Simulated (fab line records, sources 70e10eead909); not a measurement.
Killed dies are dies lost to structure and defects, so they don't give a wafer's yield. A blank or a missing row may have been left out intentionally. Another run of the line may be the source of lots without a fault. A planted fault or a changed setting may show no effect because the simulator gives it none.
The same fault as seen by 2 desks | flow nandHarc | each desk holds nothing but its own numbers, with what lay behind them at the end

## THE TOOL OWNER'S DESK: lpcvdPoly-03
The tool's own readings at NHARC_A_CHANNEL_FILL_D1_CVD_18 (deposits poly-Si, target thk 3 nm): means of the sampled wafers that have a number, for each lot that ran on this tool. Any lot whose mean is over 4 standard deviations away from the usual mean is out of limits and marked OUT; that distance is given in the brackets.
Columns: A = spikeTcBottomC at NHARC_A_CHANNEL_FILL_D1_CVD_18, usual 570.7 C; B = spikeTcCentreC at NHARC_A_CHANNEL_FILL_D1_CVD_18, usual 551.0 C; C = spikeTcUpperC at NHARC_A_CHANNEL_FILL_D1_CVD_18, usual 550.5 C
lot  | first seen here | A     | B     | C
L720 | day 10 08:06    | 571.2 | 549.5 | 551.5
L721 | day 10 08:06    | 571.3 | 549.2 | 550.9
L734 | day 13 21:05    | 569.9 | 550.2 | 551.4
Finding of this desk: none of the 3 lots has anything out of limits.

## METROLOGY DESK
What the gauges read for every lot (on any tool): the sampled wafers with a number, averaged. Any lot whose mean is over 4 standard deviations away from the usual mean is out of limits and marked OUT; that distance is given in the brackets.
Columns: A = overlayXNm at NHARC_A_CHANNEL_HOLE_D1_OVL_MEAS_11, usual -0.1 nm; B = overlayYNm at NHARC_A_CHANNEL_HOLE_D1_OVL_MEAS_11, usual 0.0 nm
lot  | first seen here | A    | B
L717 | day 8 06:28     | -0.8 | 0.5
L719 | day 8 17:50     | -0.0 | 0.7
L718 | day 8 18:01     | 0.3  | -2.0
L721 | day 9 03:10     | -0.3 | 0.9
L720 | day 9 03:24     | 0.4  | 1.2
L723 | day 9 20:33     | -0.8 | 0.7
L722 | day 9 21:16     | 0.8  | -0.7
L725 | day 10 04:21    | -1.5 | 0.5
L730 | day 11 07:16    | -0.2 | 0.9
L729 | day 11 07:25    | 0.3  | -1.4
L734 | day 12 14:14    | -0.4 | 0.3
L735 | day 12 22:22    | -1.5 | 0.4
L736 | day 13 00:13    | 1.2  | -0.1
Finding of this desk: none of the 13 lots has anything out of limits.

## BROUGHT TOGETHER
The desk of the tool owner found nothing out of limits.
At the metrology desk, nothing out of limits was observed.

## WHAT THE SIMULATOR PUT IN
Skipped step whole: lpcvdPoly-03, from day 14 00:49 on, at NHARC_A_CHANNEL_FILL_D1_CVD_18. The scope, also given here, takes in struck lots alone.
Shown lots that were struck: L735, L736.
